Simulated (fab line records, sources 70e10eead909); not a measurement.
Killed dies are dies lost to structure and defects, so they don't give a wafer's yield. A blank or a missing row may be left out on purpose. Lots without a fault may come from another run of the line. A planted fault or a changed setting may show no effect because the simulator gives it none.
Which tool did it? | flow nand_harc | 6 lots, 18 wafers sampled, at 4 steps of a route of 1302

WHAT THE GAUGES READ, wafer by wafer
NHARC_END_SORT_01.
lot  | measured     | on        | sort_bin_2_pct (%)
L932 | day 25 12:23 | prober-02 | 4.9 2.8 3.1
L935 | day 26 06:37 | prober-01 | 3.4 3.4 3.0
L940 | day 29 17:01 | prober-01 | 2.7 3.2 2.1
L943 | day 31 02:07 | prober-02 | 1.8 2.4 96.2
L949 | day 32 21:17 | prober-01 | 3.0 3.5 2.8
L951 | day 34 22:08 | prober-01 | 2.5 2.4 2.8

WHICH TOOL RAN EACH LOT (tool, then ch and the chambers of the sampled wafers, then the start)
lot  | NHARC_A_M0_PVD_21            | NHARC_THIN_TSV_PRE_CLEAN_54  | NHARC_THIN_TSV_ETCH_59
L932 | pvd_sputter-02, day 23 17:08 | pvd_sputter-03, day 24 22:42 | rie_metal-02 ch 0,1, day 25 00:05
L935 | pvd_sputter-01, day 24 14:53 | pvd_sputter-03, day 25 19:38 | rie_metal-03 ch 0, day 25 21:03
L940 | pvd_sputter-03, day 28 00:25 | pvd_sputter-01, day 29 06:00 | rie_metal-01 ch 0,1, day 29 07:22
L943 | pvd_sputter-03, day 29 05:41 | pvd_sputter-03, day 30 14:24 | rie_metal-01 ch 0,1, day 30 15:48
L949 | pvd_sputter-01, day 30 22:34 | pvd_sputter-01, day 32 07:22 | rie_metal-03 ch 0,1, day 32 08:36
L951 | pvd_sputter-02, day 33 08:32 | pvd_sputter-01, day 34 12:02 | rie_metal-02 ch 0,1, day 34 13:24
- NHARC_A_M0_PVD_21: deposits Cu, target thk 30 nm, time 20.49 s.
- NHARC_THIN_TSV_PRE_CLEAN_54: time 30 s.
- NHARC_THIN_TSV_ETCH_59: etches the open film in Cl2/BCl3, target depth 880 nm, time 138.1 s.

THE ANSWER, worked out from the rows above alone
Rule: what is usual is taken from the lots themselves. Put in order of their means at a reading, lots are off if they are a third of the lots or fewer, leave a main group of 4 or more, and stand apart from it by a gap of 3 or more times the standard deviation of the main group's means; of several such gaps the widest counts. A main group whose means are all the same, to the digits that the tables above print for the reading, isn't used. A lot without any number at a reading at which 4 lots or more have one is off too. The other lots that the step has rows for count as sound.
Off: L943, at NHARC_END_SORT_01 (sort_bin_2_pct). The main group: mean 3.0 %, standard deviation 0.38.
A tool fits if, at a process step before that reading, it ran every lot that is off, and no sound lot after the first of them. The gauges at NHARC_END_SORT_01 are tried like those tools. Can't be told from this: 3 tools fit, pvd_sputter-03 at NHARC_A_M0_PVD_21 and NHARC_THIN_TSV_PRE_CLEAN_54, rie_metal-01 at NHARC_THIN_TSV_ETCH_59, prober-02 at NHARC_END_SORT_01.

WHAT THE SIMULATOR HAD PUT IN
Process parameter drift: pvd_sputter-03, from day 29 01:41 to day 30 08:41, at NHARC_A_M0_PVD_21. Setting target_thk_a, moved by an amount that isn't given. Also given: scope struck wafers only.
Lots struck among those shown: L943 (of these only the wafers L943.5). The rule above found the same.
